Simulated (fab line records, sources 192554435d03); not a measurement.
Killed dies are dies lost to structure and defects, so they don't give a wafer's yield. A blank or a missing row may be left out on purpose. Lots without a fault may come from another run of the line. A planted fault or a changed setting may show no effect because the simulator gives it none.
Which tool did it? | flow n5_finfet | 11 lots, 33 wafers sampled, at 5 steps of a route of 1938

WHAT THE GAUGES READ, wafer by wafer
N5_BEOL_M3_THK_MEAS_01. Usual: M3_ILD_THK 79.3 nm, standard deviation 0.96.
lot  | measured     | on            | M3_ILD_THK (nm) | flag
L916 | day 9 02:59  | film_metro-01 | 79.7 79.8 81.1  |
L919 | day 11 00:58 | film_metro-01 | 80.1 81.6 81.4  |
L922 | day 11 02:08 | film_metro-02 | 79.3 79.6 79.2  |
L918 | day 11 12:02 | film_metro-01 | 77.3 78.1 79.8  |
L924 | day 11 13:50 | film_metro-02 | 79.4 79.6 78.6  |
L923 | day 11 14:49 | film_metro-02 | 80.3 79.7 79.5  |
L931 | day 12 04:44 | film_metro-01 | 79.6 77.9 79.3  |
L928 | day 12 15:44 | film_metro-02 | 78.5 79.8 79.5  |
L930 | day 12 20:38 | film_metro-02 | 78.9 78.8 79.5  |
L929 | day 12 23:12 | film_metro-01 | 79.7 78.5 79.8  |
L934 | day 13 18:55 | film_metro-02 | 79.0 79.8 80.4  |

N5_BEOL_M3_OVL_MEAS_29. Usual: V2_OVL -0.2 nm, standard deviation 0.63.
lot  | measured     | on         | V2_OVL (nm)    | flag
L916 | day 9 05:45  | overlay-02 | 0.6 0.4 0.4    |
L919 | day 11 04:45 | overlay-02 | 0.1 -0.6 -0.7  |
L922 | day 11 04:55 | overlay-01 | 0.1 1.2 -0.6   |
L918 | day 11 14:01 | overlay-01 | 0.0 -0.8 -0.5  |
L924 | day 11 15:34 | overlay-02 | -1.2 0.4 0.1   |
L923 | day 11 18:31 | overlay-01 | -1.1 -0.5 -1.1 |
L931 | day 12 08:55 | overlay-01 | -0.5 -0.9 -1.0 |
L928 | day 12 20:22 | overlay-01 | 0.5 0.6 0.5    |
L930 | day 13 00:03 | overlay-01 | 0.2 0.1 0.0    |
L929 | day 13 01:04 | overlay-02 | -0.7 -0.6 0.4  |
L934 | day 13 20:49 | overlay-02 | -0.5 -0.6 -0.2 |

N5_BEOL_M4_RC_MEAS_101. Usual: DIBL_N 36.6 mV/V, standard deviation 1.1; DIBL_P 36.7 mV/V, standard deviation 1.5; IOFF_N 0.155 nA/um, standard deviation 0.019; IOFF_P 0.208 nA/um, standard deviation 0.025; ION_N 673 uA/um, standard deviation 8.5; ION_P 462 uA/um, standard deviation 5.9; SS_N 71.6 mV/dec, standard deviation 0.58; SS_P 73.5 mV/dec, standard deviation 0.51; VT_N 250.7 mV, standard deviation 2.4; VT_P -251 mV, standard deviation 3.
lot  | measured     | on        | DIBL_N (mV/V)  | DIBL_P (mV/V)  | IOFF_N (nA/um)    | IOFF_P (nA/um)    | ION_N (uA/um) | ION_P (uA/um) | SS_N (mV/dec)  | SS_P (mV/dec)  | VT_N (mV)         | VT_P (mV)      | flag
L916 | day 11 12:46 | prober-01 | 37.5 34.9 37.0 | 37.8 34.6 36.5 | 0.163 0.125 0.152 | 0.208 0.157 0.190 | 669 662 674   | 462 453 462   | 71.1 70.4 70.5 | 73.7 73.3 73.4 | 251.8 253.7 250.9 | -253 -252 -251 |
L919 | day 12 12:07 | prober-01 | 38.0 36.2 38.2 | 37.6 37.0 38.8 | 0.171 0.148 0.170 | 0.246 0.239 0.265 | 662 671 665   | 462 469 467   | 71.5 71.7 71.8 | 73.6 73.6 73.6 | 251.7 249.9 247.1 | -245 -246 -246 |
L922 | day 12 20:25 | prober-01 | 36.9 38.4 37.8 | 36.1 37.5 36.9 | 0.129 0.147 0.147 | 0.198 0.207 0.213 | 662 671 672   | 461 459 464   | 71.1 72.1 71.5 | 73.3 73.3 73.5 | 253.7 254.0 250.9 | -251 -253 -250 |
L918 | day 13 03:10 | prober-02 | 36.5 36.6 36.7 | 40.1 39.4 39.5 | 0.182 0.177 0.179 | 0.224 0.212 0.219 | 684 683 690   | 466 460 464   | 72.4 72.4 72.8 | 74.1 73.7 73.8 | 251.6 252.1 249.7 | -251 -252 -252 |
L924 | day 14 01:33 | prober-01 | 37.1 35.0 37.1 | 36.4 34.6 36.7 | 0.151 0.121 0.147 | 0.197 0.174 0.213 | 673 664 664   | 459 458 456   | 71.6 71.2 71.8 | 73.1 72.9 73.4 | 250.6 257.0 253.5 | -255 -254 -252 |
L923 | day 12 23:29 | prober-02 | 38.2 39.0 38.6 | 36.0 36.8 36.1 | 0.160 0.180 0.167 | 0.211 0.227 0.211 | 685 676 676   | 470 462 461   | 71.6 71.5 71.5 | 73.7 73.5 72.9 | 248.9 244.7 250.7 | -250 -250 -249 |
L931 | day 14 08:22 | prober-01 | 37.6 35.8 37.0 | 37.0 35.7 36.6 | 0.159 0.132 0.149 | 0.202 0.175 0.185 | 665 674 665   | 456 458 455   | 71.7 71.4 71.3 | 73.6 73.3 73.8 | 250.7 252.7 250.0 | -251 -255 -254 |
L928 | day 14 10:11 | prober-02 | 37.9 36.6 35.8 | 37.7 36.3 35.7 | 0.153 0.133 0.128 | 0.191 0.174 0.172 | 671 668 673   | 456 461 459   | 72.0 72.4 71.3 | 73.6 72.8 72.5 | 251.2 255.1 251.5 | -252 -254 -253 |
L930 | day 14 13:06 | prober-02 | 36.6 37.0 36.6 | 36.4 36.2 36.0 | 0.154 0.161 0.151 | 0.181 0.184 0.178 | 683 682 686   | 459 463 460   | 71.6 71.1 72.5 | 74.2 73.7 73.2 | 249.8 249.2 250.2 | -256 -253 -253 |
L929 | day 15 06:02 | prober-01 | 36.6 37.4 37.7 | 36.6 38.0 38.4 | 0.146 0.164 0.167 | 0.185 0.200 0.201 | 673 673 683   | 457 457 467   | 70.9 72.1 72.1 | 73.4 73.1 74.0 | 251.3 249.9 250.7 | -254 -254 -252 |
L934 | day 16 12:02 | prober-02 | 36.7 36.7 36.0 | 37.5 37.0 36.0 | 0.168 0.166 0.152 | 0.178 0.170 0.169 | 679 671 658   | 450 443 443   | 72.5 71.5 71.6 | 73.2 72.9 73.0 | 250.9 251.7 250.1 | -256 -255 -256 |

WHICH TOOL RAN EACH LOT (tool, then ch and the chambers of the sampled wafers, then the start)
lot  | N5_BEOL_M3_HM_OPEN_17             | N5_BEOL_M3_COAT_67
L916 | rie_metal-03 ch 0,1, day 9 05:05  | litho_track-04 ch 0, day 9 05:19
L919 | rie_metal-01 ch 0,1, day 11 04:11 | litho_track-05 ch 0, day 11 04:22
L922 | rie_metal-03 ch 0,1, day 11 04:23 | litho_track-05 ch 0, day 11 04:36
L918 | rie_metal-01 ch 0,1, day 11 13:22 | litho_track-05 ch 0, day 11 13:34
L924 | rie_metal-01 ch 0,1, day 11 15:03 | litho_track-05 ch 0, day 11 15:14
L923 | rie_metal-03 ch 0,1, day 11 17:59 | litho_track-05 ch 0, day 11 18:10
L931 | rie_metal-01 ch 0,1, day 12 08:16 | litho_track-02 ch 0, day 12 08:29
L928 | rie_metal-02 ch 0,1, day 12 19:50 | litho_track-02 ch 0, day 12 20:04
L930 | rie_metal-01 ch 0,1, day 12 23:25 | litho_track-02 ch 0, day 12 23:36
L929 | rie_metal-02 ch 0,1, day 13 00:32 | litho_track-02 ch 0, day 13 00:45
L934 | rie_metal-01 ch 0,1, day 13 20:17 | litho_track-02 ch 0, day 13 20:31
- N5_BEOL_M3_HM_OPEN_17: chemistry Cl2/BCl3, target TiN, target depth 20 nm, overetch 6 nm.
- N5_BEOL_M3_COAT_67: time 60 s, resist thk 60 nm.

WHAT THE TOOLS THEMSELVES READ (means of the sampled wafers that have a number; where no wafer has one, the mark that the record gives instead)
N5_BEOL_M3_HM_OPEN_17. Usual: drypump_motor_current_A 5.8 A, standard deviation 0.51; oes_product_au 0.67 a.u., standard deviation 0.087; rf_fwd_power_W 994 W, standard deviation 3.8; throttle_valve_pct 22.01 %, standard deviation 0.19.
lot  | tool         | drypump_motor_current_A (A) | oes_product_au (a.u.) | rf_fwd_power_W (W) | throttle_valve_pct (%) | flag
L916 | rie_metal-03 | 5.3                         | 0.75                  | 988                | 22.16                  |
L919 | rie_metal-01 | 5.5                         | 0.63                  | 995                | 22.09                  |
L922 | rie_metal-03 | 5.3                         | 0.75                  | 991                | 22.15                  |
L918 | rie_metal-01 | 5.5                         | 0.63                  | 996                | 22.09                  |
L924 | rie_metal-01 | 5.4                         | 0.62                  | 992                | 22.10                  |
L923 | rie_metal-03 | 5.1                         | 0.75                  | 990                | 21.91                  |
L931 | rie_metal-01 | 5.8                         | 0.69                  | 993                | 22.00                  |
L928 | rie_metal-02 | 6.2                         | 0.64                  | 993                | 21.93                  |
L930 | rie_metal-01 | 5.8                         | 0.68                  | 997                | 22.02                  |
L929 | rie_metal-02 | 6.2                         | 0.64                  | 993                | 21.92                  |
L934 | rie_metal-01 | 5.4                         | 0.61                  | 993                | 22.10                  |

N5_BEOL_M3_COAT_67. Usual: exhaust_pa 44.8 Pa, standard deviation 0.87; heater_power_total_W 500.2 W, standard deviation 1.8; plate_temp_C 249.99 C, standard deviation 0.19.
lot  | tool           | exhaust_pa (Pa) | heater_power_total_W (W) | plate_temp_C (C) | flag
L916 | litho_track-04 | 44.8            | 500.0                    | 249.91           |
L919 | litho_track-05 | 44.3            | 497.7                    | 249.77           |
L922 | litho_track-05 | 44.8            | 500.4                    | 250.16           |
L918 | litho_track-05 | 45.6            | 482.8                    | 242.56           | OFF
L924 | litho_track-05 | 43.4            | 481.5                    | 242.54           | OFF
L923 | litho_track-05 | 44.2            | 483.0                    | 242.60           | OFF
L931 | litho_track-02 | 45.5            | 498.7                    | 250.33           |
L928 | litho_track-02 | 44.4            | 501.4                    | 250.13           |
L930 | litho_track-02 | 45.3            | 500.4                    | 249.97           |
L929 | litho_track-02 | 43.4            | 500.2                    | 249.79           |
L934 | litho_track-02 | 44.7            | 499.3                    | 249.90           |

THE ANSWER, worked out from the rows above alone
Rule: a lot is off if the mean of its wafers that have a number lies more than 3 standard deviations from the usual mean. A lot without any number at a reading at which 4 lots or more have one is off too. The other lots that the step has rows for count as sound. The gauges are gone through in route order, then the tools' own readings, and for those a lot's mean is taken as printed above. The first step at which some lot is off is used, and at that step the reading that is off furthest; a lot without a number counts as furthest.
Off: L918, L924, L923, at N5_BEOL_M3_COAT_67 (plate_temp_C).
A tool fits if, at that step or a process step before it, it ran every lot that is off, and no sound lot after the first of them. One fits: litho_track-05 at N5_BEOL_M3_COAT_67. Its last sound lot is L922 (day 11 04:36), its first lot that is off L918 (day 11 13:34): a fault that began between those two fits.
The tool's own readings at N5_BEOL_M3_COAT_67 bear it out: on the lots that are off they differ by more than 5 times the standard deviation of the sound lots' means. heater_power_total_W reads 482.4 W there against 499.8 W on the sound lots; plate_temp_C reads 242.57 C there against 250.00 C on the sound lots.

WHAT THE SIMULATOR HAD PUT IN
Process parameter drift: litho_track-05, from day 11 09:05 on, at N5_BEOL_M3_COAT_67. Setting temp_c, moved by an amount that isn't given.
Lots struck among those shown: L918, L924, L923. The rule above found the same.
